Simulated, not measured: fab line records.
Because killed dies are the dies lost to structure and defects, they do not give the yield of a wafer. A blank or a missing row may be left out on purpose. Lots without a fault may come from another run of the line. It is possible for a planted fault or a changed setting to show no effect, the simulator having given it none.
Chamber matching + flow n5 finfet + N5_BEOL_M7_ETCH_61 on rie diel-02: 4 sister chambers
The step etches SiARC in CF4, target depth 45.5 nm, time 75.8 s. 14 wafers are shown with their chamber, then 7 later ones without.

== EACH WAFER AND ITS CHAMBER ==
| wafer  | chamber | oes product au (a.u.) | throttle valve pct (%) | etch rf on time s (s) |
|--------|---------|-----------------------|------------------------|-----------------------|
| L076.1 | 0       | 0.60                  | 15.72                  | 75.9                  |
| L076.3 | 1       | 0.80                  | 15.40                  | 74.8                  |
| L076.5 | 1       | 0.80                  | 15.42                  | 74.9                  |
| L083.3 | 1       | 0.80                  | 15.44                  | 74.5                  |
| L083.4 | 3       | 0.58                  | 15.70                  | 76.7                  |
| L083.5 | 3       | 0.58                  | 15.69                  | 76.8                  |
| L084.4 | 0       | 0.60                  | 15.77                  | 75.7                  |
| L084.5 | 1       | 0.78                  | 15.44                  | 75.3                  |
| L084.6 | 0       | 0.60                  | 15.77                  | 75.3                  |
| L086.1 | 3       | 0.58                  | 15.70                  | 76.3                  |
| L086.2 | 0       | 0.60                  | 15.75                  | 75.8                  |
| L086.6 | 3       | 0.58                  | 15.70                  | 76.7                  |
| L089.1 | 0       | 0.59                  | 15.78                  | 75.8                  |
| L089.3 | 2       | 0.76                  | 15.51                  | 76.1                  |

SIGNATURES (means of the wafers above)
| reading            | chamber 0 | chamber 1 | chamber 2 | chamber 3 | scatter within a chamber |
|--------------------|-----------|-----------|-----------|-----------|--------------------------|
| oes product au     | 0.5980    | 0.7950    | 0.7600    | 0.5800    | 0.00616                  |
| throttle valve pct | 15.7580   | 15.4250   | 15.5100   | 15.6975   | 0.0186                   |
| etch rf on time s  | 75.700    | 74.875    | 76.100    | 76.625    | 0.264                    |
Rule: distance of a wafer from a chamber = root of the sum over the readings of ((wafer's reading minus chamber's mean) / reading's scatter) squared. The wafer belongs to the nearest chamber; if the next one is less than 2 further off, it can't be placed. The scatter: take each reading less its chamber's mean, square it, sum over the shown wafers, divide by the number of wafers less the number of chambers, and take the root.

== WAFERS MISSING THEIR CHAMBER ==
| wafer  | oes product au (a.u.) | throttle valve pct (%) | etch rf on time s (s) |
|--------|-----------------------|------------------------|-----------------------|
| L089.6 | 0.59                  | 15.77                  | 75.2                  |
| L091.1 | 0.57                  | 15.72                  | 77.1                  |
| L091.2 | 0.75                  | 15.56                  | 75.0                  |
| L091.6 | 0.76                  | 15.46                  | 75.3                  |
| L095.1 | 0.56                  | 15.74                  | 77.8                  |
| L095.4 | 0.74                  | 15.58                  | 76.2                  |
| L095.5 | 0.74                  | 15.46                  | 76.0                  |

== EACH ONE'S CHAMBER ==
| wafer  | from the rows above | in truth                   |
|--------|---------------------|----------------------------|
| L089.6 | 0                   | 0                          |
| L091.1 | 3                   | 3                          |
| L091.2 | 2                   | 2                          |
| L091.6 | 2                   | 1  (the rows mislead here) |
| L095.1 | 3                   | 3                          |
| L095.4 | 2                   | 2                          |
| L095.5 | 2                   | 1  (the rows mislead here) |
5 of 7 placed correctly. Not placeable from these rows: 0. Number placed wrongly: 2.
